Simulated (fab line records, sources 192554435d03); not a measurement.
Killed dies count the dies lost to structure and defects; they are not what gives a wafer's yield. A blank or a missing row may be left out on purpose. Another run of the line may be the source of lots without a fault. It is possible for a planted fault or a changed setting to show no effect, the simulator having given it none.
Which of the tools did it? | flow n5Finfet | 8 lots with 23 wafers sampled at 5 steps, on a route of 1938 steps

== WHAT THE GAUGES READ, wafer by wafer ==
N5_SD_EPI_P_EPI_MEAS_23.
lot  | measured    | on           | thkNm (nm)
L868 | day 4 14:17 | filmMetro-01 | 59.9 60.5 61.5
L871 | day 5 15:26 | filmMetro-02 | 61.3 62.3 60.7
L873 | day 6 04:16 | filmMetro-01 | 61.1 31.9 60.7
L875 | day 6 17:31 | filmMetro-01 | 62.3 31.8
L881 | day 7 20:21 | filmMetro-01 | 59.7 60.9 60.1
L884 | day 8 18:48 | filmMetro-02 | 59.3 60.3 61.4
L885 | day 9 00:28 | filmMetro-02 | 60.6 61.0 61.1
L886 | day 9 03:15 | filmMetro-01 | 62.2 60.2 59.9

== WHAT TOOL EACH LOT RAN ON (gives the tool, then ch and the chambers of the sampled wafers, and finally the start) ==
lot  | N5_SD_EPI_N_ETCH_34            | N5_SD_EPI_N_VAPOR_ETCH_50     | N5_SD_EPI_P_STRIP_40               | N5_SD_EPI_P_EPI_21
L868 | rieDiel-03 ch 1,3, day 4 05:55 | epiRpcvd-03 ch 0, day 4 07:25 | plasmaAsher-02 ch 0,1, day 4 11:35 | epiRpcvd-01 ch 0, day 4 12:27
L871 | rieDiel-01 ch 0,2, day 5 06:37 | epiRpcvd-04 ch 0, day 5 08:12 | plasmaAsher-02 ch 0, day 5 12:42   | epiRpcvd-01 ch 0, day 5 13:13
L873 | rieDiel-03 ch 0,1, day 5 20:20 | epiRpcvd-02 ch 0, day 5 21:50 | plasmaAsher-02 ch 0,1, day 6 01:34 | epiRpcvd-01 ch 0, day 6 02:26
L875 | rieDiel-01 ch 1,3, day 6 09:32 | epiRpcvd-04 ch 0, day 6 11:04 | plasmaAsher-02 ch 0,1, day 6 14:49 | epiRpcvd-01 ch 0, day 6 16:02
L881 | rieDiel-05 ch 2,3, day 7 11:59 | epiRpcvd-02 ch 0, day 7 13:42 | plasmaAsher-01 ch 0,1, day 7 17:38 | epiRpcvd-04 ch 0, day 7 18:31
L884 | rieDiel-01 ch 1,2, day 8 09:23 | epiRpcvd-02 ch 0, day 8 10:53 | plasmaAsher-02 ch 0,1, day 8 16:05 | epiRpcvd-03 ch 0, day 8 16:58
L885 | rieDiel-03 ch 0,1, day 8 15:07 | epiRpcvd-02 ch 0, day 8 16:39 | plasmaAsher-01 ch 0,1, day 8 20:55 | epiRpcvd-01 ch 0, day 8 22:02
L886 | rieDiel-05 ch 1,2, day 8 19:16 | epiRpcvd-02 ch 0, day 8 20:49 | plasmaAsher-01 ch 0,1, day 9 00:33 | epiRpcvd-03 ch 0, day 9 02:08
- N5_SD_EPI_N_ETCH_34: etches SiARC in CF4, target depth 45.5 nm, time 75.8 s.
- N5_SD_EPI_N_VAPOR_ETCH_50: etches Si in HCl, time 54 s.
- N5_SD_EPI_P_STRIP_40: strips in N2/H2.
- N5_SD_EPI_P_EPI_21: deposits SiGe:B, time 355 s.

== THE ANSWER, worked out from the rows above alone ==
Rule: the lots themselves supply what counts as usual. The widest of any qualifying gaps counts: lots, ordered by their means at a reading, are off when they make up no more than a third of the lots, leave a main group of 4 or more, and stand apart from it by 3 or more times the standard deviation of that group's means. A main group whose means are all the same, to the digits that the tables above print for the reading, isn't used. Also off: a lot with no number at a reading for which 4 or more lots have one. Where the step has rows for the other lots, those lots are counted as sound.
Off, at N5_SD_EPI_P_EPI_MEAS_23 on thkNm: L873, L875. Mean 60.7 nm and standard deviation 0.4 in the main group.
A tool fits if, at a process step before that reading, it ran every lot that is off, and no sound lot after the first of them. Gauges at N5_SD_EPI_P_EPI_MEAS_23: tried the same way as those tools. No candidate that was tried fits.

== WHAT THE SIMULATOR HAD INSERTED ==
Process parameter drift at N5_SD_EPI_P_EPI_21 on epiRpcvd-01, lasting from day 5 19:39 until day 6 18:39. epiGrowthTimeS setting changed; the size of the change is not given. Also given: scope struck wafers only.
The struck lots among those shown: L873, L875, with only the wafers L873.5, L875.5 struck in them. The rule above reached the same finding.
